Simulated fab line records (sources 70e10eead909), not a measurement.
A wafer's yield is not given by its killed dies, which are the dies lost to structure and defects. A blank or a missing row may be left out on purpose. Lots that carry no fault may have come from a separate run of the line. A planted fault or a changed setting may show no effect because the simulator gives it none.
Matching of chambers -- flow nand harc -- rie diel-01 running NHARC_A_STAIRCASE_ETCHBACK_422: 4 sister chambers
The step etches the open film in CH3F/O2, target depth 40 nm, time 74.286 s. 4 wafers are shown with their chamber, then 8 later ones without.

== WAFERS, EACH WITH ITS CHAMBER ==
wafer,chamber,drypump motor current A (A)
L803.5,2,5.9
L810.1,0,5.3
L810.4,1,5.6
L813.2,3,6.2

== WAFERS MISSING THEIR CHAMBER ==
wafer,drypump motor current A (A)
L813.3,6.0
L813.6,5.6
L816.2,5.6
L816.4,5.3
L816.6,5.3
L817.1,6.2
L817.3,5.3
L817.5,5.3

== CHAMBER TAKEN BY EACH ==
wafer,from the rows above,in truth
L813.3,2,2
L813.6,1,1
L816.2,1,1
L816.4,0,0
L816.6,0,0
L817.1,3,3
L817.3,0,0
L817.5,0,0
8 of 8 placed correctly. From these rows, 0 cannot be placed. 0 placed wrongly.
How it was worked out, from the rows above alone: a wafer's distance from a chamber is the root of the sum, over the readings, of the square of ((its reading less the chamber's mean) divided by the reading's scatter). The wafer belongs to the nearest chamber; if the next one is less than 2 further off, it can't be placed. Each chamber's mean is taken over the wafers shown for it. The scatter (one wafer shown for each chamber): square how far every hidden wafer sits from the nearest shown wafer, average those squares and take the square root.
